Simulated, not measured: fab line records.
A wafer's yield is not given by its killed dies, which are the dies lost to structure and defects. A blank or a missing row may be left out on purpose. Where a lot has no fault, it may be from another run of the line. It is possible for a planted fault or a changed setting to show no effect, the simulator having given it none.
Code-filled problem report in 8D (eight disciplines) form | flow nand-harc | the parts of the form that need people (team, actions taken, sign-off) are left out

1. WHAT IS WRONG
At NHARC_END_SORT_01, killed-at-periphery averages 605.8 over 6 wafers from 2 lots, while fault-free wafers read 3.6, standard deviation 2.4. That is +99 or more standard deviations from the usual mean.
Seen first at day 29 12:34 on prober-02, wafer L256.2. The record has a number at this step for 21 wafers belonging to 8 lots. By rule, "out" or "out of limits" means more than 4 standard deviations away from the usual mean. The other wafers with a number count as sound.

2. WHAT IT IS, AND WHAT IT ISN'T
question                    | is                                                                                                                      | is not
which readings at this step | killed-at-periphery, defect-limited-yield, killed-dies, sort_bin_2_pct, sort-n-pass, sort-rim-yield-pct, sort-yield-pct | killed-at-array, killed-open, killed-short, sort_bin_3_pct, sort_bin_4_pct
which lots                  | L256, L257                                                                                                              | L248, L250, L255, L258, L259, L265
which wafers of those lots  | all that have a number                                                                                                  | -
read on which gauges        | prober-01, prober-02                                                                                                    | -
when                        | from day 29 12:34                                                                                                       | up to then (7 sound wafers); but 8 sound wafers of L255, L258, L259, L265 came after

3. THE SUSPECTS, EACH WITH WHAT RULES IT OUT
Counting: a tool stays on the suspect list if, at a process step up to the reading, it processed all lots that are out and no sound lot following the first of them.
- the gauge at NHARC_END_SORT_01 is ruled out. The wafers that are out were read on 2 gauges (prober-01, prober-02).
- rie-diel-08 at NHARC_P_BONDPAD_STRIP_15 (strips in O2): ruled out as a lasting fault. After its first lot that is out, L256 (day 11 19:49), sound lots L258, L259, L265 ran on it.
- pvd-sputter-03 at NHARC_P_BONDPAD_PRE_CLEAN_26 (time 30 s): kept. It ran every lot that is out, first L256 (day 29 12:34), and no sound lot after that; its last sound lot up to then is L250 (day 27 09:52). With no start given for some of its lots, NHARC_P_BONDPAD_PRE_CLEAN_26 uses the hours and lot order of NHARC_END_SORT_01.
Left after counting: pvd-sputter-03 at NHARC_P_BONDPAD_PRE_CLEAN_26.

4. THE CAUSE (what the simulator had put in)
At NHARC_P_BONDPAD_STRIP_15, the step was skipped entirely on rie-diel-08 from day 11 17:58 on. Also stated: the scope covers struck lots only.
The count ruled it out by mistake, since the rule takes a fault to strike every lot its tool runs from the start of the fault on, and this one did not do so.

5. SEQUENCE OF EFFECTS, ordered by route
Each row: a reading whose mean over the struck wafers that have a number lies more than 3 standard deviations from the usual. Readings are gone through only where the record gives a usual standard deviation; hours: the median, over the lots, of the time from a lot's start at the first step in this table giving one to that lot's start at this step; sigmas: the change measured in usual standard deviations.
hours | step              | reading              | usual  | on struck wafers | change | sigmas
0     | NHARC_END_SORT_01 | defect-limited-yield | 91.4 % | 0.0              | -91.4  | -34
0     | NHARC_END_SORT_01 | killed-at-periphery  | 3.6    | 605.8            | +602.2 | +99 or more
0     | NHARC_END_SORT_01 | killed-dies          | 58     | 677              | +619   | +34
0     | NHARC_END_SORT_01 | sort_bin_2_pct       | 3.1 %  | 92.6             | +89.5  | +75
0     | NHARC_END_SORT_01 | sort-n-pass          | 619    | 0                | -619   | -34
0     | NHARC_END_SORT_01 | sort-rim-yield-pct   | 88 %   | 0                | -88    | -21
0     | NHARC_END_SORT_01 | sort-yield-pct       | 91.4 % | 0.0              | -91.4  | -34
Readings that are blank on the struck wafers while sound wafers have them: chamber-pressure-mTorr at NHARC_P_BONDPAD_STRIP_15; drypump-motor-current-A at NHARC_P_BONDPAD_STRIP_15; oes-product-au at NHARC_P_BONDPAD_STRIP_15; rf-vpp-V at NHARC_P_BONDPAD_STRIP_15; showerhead-plenum-p-Torr at NHARC_P_BONDPAD_STRIP_15; throttle-valve-pct at NHARC_P_BONDPAD_STRIP_15.

6. HOW IT WOULD HAVE BEEN CAUGHT EARLIER
In this record the first reading out of limits at a measuring or inspecting step was taken at day 29 12:34, 427 hours after the fault began at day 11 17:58.
At NHARC_P_BONDPAD_STRIP_15 the tool's readings are blank on the struck wafers, where sound wafers have them: an empty tool record is the first sign, and it was there at once.
